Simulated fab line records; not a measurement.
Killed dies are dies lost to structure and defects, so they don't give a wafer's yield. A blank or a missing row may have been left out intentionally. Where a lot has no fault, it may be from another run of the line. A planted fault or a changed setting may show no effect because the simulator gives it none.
Which of the tools did it? | flow nand_harc | 14 lots with 42 wafers sampled at 5 steps, on a route of 1159 steps

== WHAT THE GAUGES READ, wafer by wafer ==
NHARC_A_M0_THK_MEAS_24: measures by xrf.
lot  | measured     | on            | thk_nm (nm)
L999 | day 17 18:40 | film_metro-02 | 111.7 115.0 112.1
L998 | day 17 20:13 | film_metro-01 | 112.2 114.2 114.9
L102 | day 17 23:31 | film_metro-01 | 114.1 113.4 115.3
L100 | day 18 00:20 | film_metro-02 | 113.9 112.9 113.3
L101 | day 18 00:56 | film_metro-02 | 113.7 112.2 113.5
L104 | day 19 06:45 | film_metro-01 | 111.6 113.3 115.1
L106 | day 19 17:43 | film_metro-01 | 111.5 112.5 112.7
L111 | day 20 15:15 | film_metro-01 | 114.4 115.9 114.1
L114 | day 21 13:38 | film_metro-01 | 113.4 112.4 113.2
L115 | day 21 16:22 | film_metro-01 | 112.9 113.3 111.7
L118 | day 22 03:58 | film_metro-01 | 112.7 112.9 114.5
L121 | day 22 13:47 | film_metro-01 | 113.8 114.8 113.3
L120 | day 23 01:11 | film_metro-02 | 115.0 116.2 114.5
L119 | day 23 12:26 | film_metro-02 | 114.0 111.0 114.2

NHARC_END_SORT_01.
lot  | measured     | on        | killed_at_array | killed_at_other | killed_at_periphery | killed_dies | killed_open | killed_short
L106 | day 21 22:28 | prober-01 | 130 78 69       | 0 0 0           | 2 6 5               | 132 84 74   | 0 2 2       | 0 3 2
L111 | day 22 12:20 | prober-02 | 138 75 134      | 0 0 0           | 1 0 1               | 139 75 135  | 2 0 2       | 3 2 0

== EACH LOT AND THE TOOL THAT RAN IT (in order: tool; ch and the chambers of the sampled wafers; start) ==
lot  | NHARC_A_CONTACT_ETCH_122             | NHARC_A_M0_PVD_20                       | NHARC_A_M0_DEP_32
L999 | har_cap_etch-01 ch 0,1, day 16 09:36 | pvd_sputter-03, day 17 18:40 or earlier | pecvd-03 ch 0,1,2, day 17 18:58
L998 | har_cap_etch-02 ch 0,1, day 16 13:17 | pvd_sputter-02, day 17 20:13 or earlier | pecvd-01 ch 0,1,2, day 17 20:34
L102 | har_cap_etch-01 ch 0,1, day 16 20:19 | pvd_sputter-01, day 17 23:31 or earlier | pecvd-02 ch 0,1, day 17 23:49
L100 | har_cap_etch-02 ch 0,1, day 16 21:31 | pvd_sputter-02, day 18 00:20 or earlier | pecvd-01 ch 0,1,2, day 18 00:38
L101 | har_cap_etch-03 ch 0,1, day 17 01:08 | pvd_sputter-03, day 18 00:56 or earlier | pecvd-02 ch 0,1, day 18 01:18
L104 | har_cap_etch-02 ch 0,1, day 17 20:39 | pvd_sputter-01, day 19 06:45 or earlier | pecvd-01 ch 0,1, day 19 07:06
L106 | har_cap_etch-01 ch 0,1, day 18 16:44 | pvd_sputter-01, day 19 17:43 or earlier | pecvd-03 ch 0,1,2, day 19 18:01
L111 | har_cap_etch-01 ch 0,1, day 19 03:56 | pvd_sputter-02, day 20 15:15 or earlier | pecvd-03 ch 0,1,2, day 20 15:33
L114 | har_cap_etch-03 ch 0,1, day 20 03:47 | pvd_sputter-02, day 21 13:38 or earlier | pecvd-01 ch 1,2, day 21 13:59
L115 | har_cap_etch-02 ch 1, day 20 07:50   | pvd_sputter-01, day 21 16:22 or earlier | pecvd-02 ch 1,2, day 21 16:40
L118 | har_cap_etch-02 ch 0,1, day 21 00:29 | pvd_sputter-02, day 22 03:58 or earlier | pecvd-02 ch 0,1,2, day 22 04:16
L121 | har_cap_etch-02 ch 0,1, day 21 14:01 | pvd_sputter-03, day 22 13:47 or earlier | pecvd-01 ch 0,2, day 22 14:08
L120 | har_cap_etch-03 ch 0,1, day 21 18:10 | pvd_sputter-01, day 23 01:11 or earlier | pecvd-03 ch 0,1,2, day 23 01:35
L119 | har_cap_etch-01 ch 0,1, day 21 22:46 | pvd_sputter-02, day 23 12:26 or earlier | pecvd-01 ch 0,1,2, day 23 12:44
- NHARC_A_CONTACT_ETCH_122: etches the open film in C4F8/O2/Ar, time 95 s, target depth 930 nm.
- NHARC_A_M0_PVD_20: deposits TaN, target thk 5 nm, time 8.06 s.
- NHARC_A_M0_DEP_32: deposits SiCN, target thk 30 nm.

== AS READ BY THE TOOLS THEMSELVES (means over the sampled wafers that have a number; for cases with no such wafer, the mark the record gives instead) ==
NHARC_A_M0_PVD_20.
lot  | tool           | throttle_valve_pct (%)
L999 | pvd_sputter-03 | 29.8
L998 | pvd_sputter-02 | 30.1
L102 | pvd_sputter-01 | 30.2
L100 | pvd_sputter-02 | 31.0
L101 | pvd_sputter-03 | 29.5
L104 | pvd_sputter-01 | 30.0
L106 | pvd_sputter-01 | 30.4
L111 | pvd_sputter-02 | 29.6
L114 | pvd_sputter-02 | 29.6
L115 | pvd_sputter-01 | 30.1
L118 | pvd_sputter-02 | 29.6
L121 | pvd_sputter-03 | 29.3
L120 | pvd_sputter-01 | 30.2
L119 | pvd_sputter-02 | 30.2

NHARC_A_M0_DEP_32.
lot  | tool     | heater_power_w (W) | showerhead_vpp_V (V)
L999 | pecvd-03 | 541                | 1338
L998 | pecvd-01 | 590                | 1338
L102 | pecvd-02 | 425                | 1352
L100 | pecvd-01 | 587                | 1326
L101 | pecvd-02 | 470                | 1359
L104 | pecvd-01 | 521                | 1371
L106 | pecvd-03 | 578                | 1349
L111 | pecvd-03 | 562                | 1329
L114 | pecvd-01 | 647                | 1317
L115 | pecvd-02 | 502                | 1341
L118 | pecvd-02 | 534                | 1389
L121 | pecvd-01 | 544                | 1335
L120 | pecvd-03 | 579                | 1337
L119 | pecvd-01 | 565                | 1330

== THE ANSWER, worked out from the rows above alone ==
Rule: the usual values come from the lots themselves. The widest of any qualifying gaps counts: lots, ordered by their means at a reading, are off when they make up no more than a third of the lots, leave a main group of 4 or more, and stand apart from it by 3 or more times the standard deviation of that group's means. The tables above print the reading to a certain number of digits; a main group whose means all agree to those digits is not used. A lot without any number at a reading at which 4 lots or more have one is off too. The other lots that the step has rows for count as sound. First the gauges in route order, then the tools' own readings, where a lot's mean is used as printed above. At the first step where some lot is off, the reading lying furthest off is the one used; lots without a number count as furthest.
Nothing can be told from this: no lot is off at any reading shown.

== WHAT THE SIMULATOR PUT IN ==
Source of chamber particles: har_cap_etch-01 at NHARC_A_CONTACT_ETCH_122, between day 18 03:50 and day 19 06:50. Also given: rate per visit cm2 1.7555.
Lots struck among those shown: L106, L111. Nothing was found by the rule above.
